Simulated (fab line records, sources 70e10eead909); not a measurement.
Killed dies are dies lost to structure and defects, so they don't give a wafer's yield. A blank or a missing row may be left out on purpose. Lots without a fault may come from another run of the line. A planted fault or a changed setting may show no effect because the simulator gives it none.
Which tool did it? | flow nand_harc | 12 lots, 36 wafers sampled, at 1 step of a route of 1159

WHAT THE GAUGES READ, wafer by wafer
NHARC_P_ZERO_WELL_CD_MEAS_37: target cd 720 nm.
lot  | measured    | on        | cd_nm (nm)
L241 | day 1 16:17 | cd_sem-03 | 722.0 720.0 720.7
L242 | day 1 21:58 | cd_sem-03 | 719.6 718.7 719.4
L243 | day 2 04:11 | cd_sem-02 | 721.2 720.6 719.3
L244 | day 2 09:59 | cd_sem-02 | 721.1 720.0 720.5
L245 | day 2 16:07 | cd_sem-03 | 720.4 718.4 722.3
L246 | day 2 22:08 | cd_sem-02 | 720.5 721.3 719.5
L249 | day 3 16:14 | cd_sem-02 | 720.0 720.8 720.2
L250 | day 3 21:54 | cd_sem-01 | 722.1 721.5 721.9
L261 | day 6 16:14 | cd_sem-01 | 723.3 721.9 722.5
L262 | day 6 22:21 | cd_sem-02 | 723.7 721.5 722.6
L263 | day 7 03:59 | cd_sem-02 | 721.0 723.5 724.4
L264 | day 7 10:18 | cd_sem-02 | 719.9 722.6 720.7

WHICH TOOL RAN EACH LOT (tool, then ch and the chambers of the sampled wafers, then the start)
The record holds no process step before these readings.

WHAT THE TOOLS THEMSELVES READ (means of the sampled wafers that have a number; where no wafer has one, the mark that the record gives instead)
The record holds no such reading with a usual standard deviation.

THE ANSWER, worked out from the rows above alone
Rule: what is usual is taken from the lots themselves. Put in order of their means at a reading, lots are off if they are a third of the lots or fewer, leave a main group of 4 or more, and stand apart from it by a gap of 3 or more times the standard deviation of the main group's means; of several such gaps the widest counts. A main group whose means are all the same, to the digits that the tables above print for the reading, isn't used. A lot without any number at a reading at which 4 lots or more have one is off too. The other lots that the step has rows for count as sound. The gauges are gone through in route order, then the tools' own readings, and for those a lot's mean is taken as printed above. The first step at which some lot is off is used, and at that step the reading that is off furthest; a lot without a number counts as furthest.
No lot is off at any reading shown: from this, nothing can be told.

WHAT THE SIMULATOR HAD PUT IN
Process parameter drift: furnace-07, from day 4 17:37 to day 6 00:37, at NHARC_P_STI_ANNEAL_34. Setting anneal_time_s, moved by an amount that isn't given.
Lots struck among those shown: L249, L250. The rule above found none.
